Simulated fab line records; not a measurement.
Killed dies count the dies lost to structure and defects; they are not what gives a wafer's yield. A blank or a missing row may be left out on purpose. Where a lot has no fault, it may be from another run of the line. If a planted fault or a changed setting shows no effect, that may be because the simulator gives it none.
Chamber matching    flow n5 finfet    4 sister chambers for N5_BEOL_M12_ETCH_38 on rie diel-05
The step etches SiCN in CF4/N2, target depth 68.7 nm, time 73.4 s. 8 wafers are shown with their chamber, then 11 later ones without.

## WAFERS WITH THEIR CHAMBER
wafer   chamber  showerhead plenum p Torr (Torr)  throttle valve pct (%)
L081.3  3        2.26                             15.89
L081.5  1        2.17                             15.18
L088.4  0        2.15                             15.17
L088.5  1        2.17                             15.19
L093.2  3        2.25                             15.42
L093.3  2        2.24                             15.03
L093.5  0        2.14                             15.22
L094.1  2        2.24                             15.03

## WAFERS WHOSE CHAMBER IS MISSING
wafer   showerhead plenum p Torr (Torr)  throttle valve pct (%)
L094.5  2.16                             15.22
L094.6  2.14                             15.22
L095.1  2.25                             15.46
L095.4  2.16                             15.26
L095.5  2.14                             15.23
L096.1  2.15                             15.26
L096.2  2.23                             15.05
L096.5  2.23                             15.04
L097.2  2.14                             15.26
L097.3  2.23                             15.06
L097.5  2.25                             15.46

## WHICH CHAMBER EACH WENT THROUGH
wafer    from the rows above       in truth
L094.5   can't be placed: 1 or 0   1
L094.6   0                         0
L095.1   can't be placed: 3 or 2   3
L095.4   can't be placed: 1 or 0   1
L095.5   0                         0
L096.1   0                         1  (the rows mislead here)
L096.2   2                         2
L096.5   2                         2
L097.2   0                         0
L097.3   2                         2
L097.5   can't be placed: 3 or 2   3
6 of 11 placed correctly. Cannot be placed on the basis of these rows: 4; the candidates contain the true chamber in 4. Placed wrongly: 1.
How it was worked out, from the rows above alone: a wafer's distance from a chamber is the root of the sum, over the readings, of the square of ((its reading less the chamber's mean) divided by the reading's scatter). The wafer belongs to the nearest chamber; if the next one is less than 2 further off, it can't be placed. The mean given for a chamber averages the wafers shown for that chamber. The scatter: the root of (the sum of the squares of (reading less its chamber's mean) over the shown wafers, divided by (wafers less chambers)).
